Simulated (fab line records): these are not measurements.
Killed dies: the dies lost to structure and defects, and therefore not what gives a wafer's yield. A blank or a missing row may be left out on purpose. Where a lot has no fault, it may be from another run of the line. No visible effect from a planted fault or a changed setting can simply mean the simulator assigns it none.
A lot that was struck, set against a sound lot | flow n5 finfet | 34 out of 1938 route steps
Sound: the wafers L624.3, L624.4, L624.6. Struck: wafer L611.1 (left out: L611.2, a lot-mate that was not struck); the cause follows at the end.
Order at every step that has rows: each side's tool, ch and its chambers, its first start. Under that, the readings that differ: sound wafers | struck wafers | difference of the means | sigmas: that difference in standard deviations of wafers without a fault.
alike: readings with means less than 2 such deviations apart, plus words and numbers identical on both sides. not compared: withheld readings, readings lacking a value on some wafer, bounds such as >300 that could conceal the same value, and numbers that have no deviation in the record and whose values overlap.
A row with sigmas, a row that says differs or no value, or rows on one side alone: a step with any of these is where the two part. When numbers do not overlap yet have no deviation, they are printed without sigmas and do not part them. Lack of a reading on every wafer of one side parts them only where that side has two or more wafers.

first, 8 steps without rows for these wafers: N5_BEOL_M5_CMP_52 (polishes, stops on SiCOH lowk, t overpolish 6.9 s, target thk 62 nm); N5_BEOL_M5_PRE_CLEAN_77 (time 15 s); N5_BEOL_M5_CO_CAP_78 (material Co, precursor CCTBA/H2, target thk 2 nm, time 102.1 s); N5_BEOL_M5_PRE_CLEAN_55 (time 15 s); N5_BEOL_M5_DEP_56 (deposits SiCN from 3MS/NH3, target thk 8 nm, time 14 s); N5_BEOL_M6_ILD_DEP_00 (deposits SiCOH lowk from DEMS/porogen, target thk 179.75 nm, time 33.4 s); N5_BEOL_M6_CURE_74 (cures SiCOH lowk, time 240 s); N5_BEOL_M6_PECVD_70 (deposits SiO2 from TEOS/O2, target thk 20 nm, time 22.7 s).
N5_BEOL_M6_HM_DEP_02: deposits TiN, target thk 20 nm.
  sound on pvd sputter-03, day 15 03:25; struck on pvd sputter-01, day 12 00:49
  reading                                    | sound        | struck | difference | sigmas
  model.TiN_of_BEOL_M6_HM_DEP_02.thk nm (nm) | 20 19.8 19.8 | 11     | -9         |
  alike: throttle valve pct
then, 13 steps without rows for these wafers: N5_BEOL_M6_COAT_59 (time 60 s, resist thk 100 nm); N5_BEOL_M6_COAT_60 (time 60 s, resist thk 35 nm); N5_BEOL_M6_COAT_05 (resist thk 90 nm); N5_BEOL_M6_EBR_07; N5_BEOL_M6_SOFTBAKE_06 (time 60 s); N5_BEOL_M6_EXPOSE_08 (exposes mask M6); N5_BEOL_M6_PEB_09 (peb time 60 s); N5_BEOL_M6_DEVELOP_10 (develop time 30 s); N5_BEOL_M6_DESCUM_16 (chemistry O2, time 7.9 s); N5_BEOL_M6_ETCH_61 (etches SiARC in CF4, target depth 45.5 nm, time 75.8 s); N5_BEOL_M6_ETCH_62 (etches SOC in N2/H2, target depth 110 nm, overetch 22 nm, time 165 s); N5_BEOL_M6_STRIP_68 (strips in N2/H2); N5_BEOL_M6_STRIP_67 (strips in CF4).
N5_BEOL_M6_HM_OPEN_17: chemistry Cl2/BCl3, target TiN, target depth 20 nm, overetch 6 nm.
  sound on rie metal-01 ch 0,1, day 15 04:30; struck on rie metal-03 ch 0, day 12 01:41
  reading                  | sound             | struck | difference                   | sigmas
  oes_ar_750_au (a.u.)     | 0.89 0.75 0.88    | 0.62   | -0.22                        | -3
  oes product au (a.u.)    | 0.73 0.64 0.74    | 0.39   | -0.31                        | -4
  rf hours counter h (h)   | - - -             | 117    | no value on the sound wafers |
  model.etch.depth nm (nm) | 19.93 19.73 19.71 | 10.9   | -8.9                         |
  alike: chamber pressure mTorr, drypump motor current A, mfc ar sccm, throttle valve pct
then, 10 steps without rows for these wafers: N5_BEOL_M6_STRIP_19 (strips in O2); N5_BEOL_M6_COAT_63 (time 60 s, resist thk 60 nm); N5_BEOL_M6_COAT_64 (time 60 s, resist thk 12 nm); N5_BEOL_M6_COAT_71 (time 60 s, resist thk 5 nm); N5_BEOL_M6_COAT_22 (resist thk 30 nm); N5_BEOL_M6_EBR_24; N5_BEOL_M6_SOFTBAKE_23 (time 60 s); N5_BEOL_M6_EXPOSE_25 (exposes mask V5, target cd 40 nm); N5_BEOL_M6_PEB_26 (peb time 60 s); N5_BEOL_M6_DEVELOP_27 (develop time 30 s).
N5_BEOL_M6_TRENCH_ETCH_37: etches SiCOH lowk in C4F6/O2, target depth 94.435 nm, time 31.5 s.
  sound on rie diel-01 ch 0,2; struck on rie diel-01 ch 0
  reading                                    | sound      | struck | difference | sigmas
  model.TiN_of_BEOL_M6_HM_DEP_02.thk nm (nm) | 17.2 17 17 | 8.2    | -8.9       |
  alike: O2_flow_sccm, chamber pressure mTorr, drypump motor current A, mfc ar sccm, oes_ar_750_au, oes_f_703_au, oes product au, rf vpp V, showerhead plenum p Torr, throttle valve pct
  not compared: rf hours counter h

## WHERE THEY PART
Only at N5_BEOL_M6_HM_OPEN_17, within this record. Later steps at which nothing parts them and some readings are alike: N5_BEOL_M6_TRENCH_ETCH_37.

WHY: the cause the simulator had injected
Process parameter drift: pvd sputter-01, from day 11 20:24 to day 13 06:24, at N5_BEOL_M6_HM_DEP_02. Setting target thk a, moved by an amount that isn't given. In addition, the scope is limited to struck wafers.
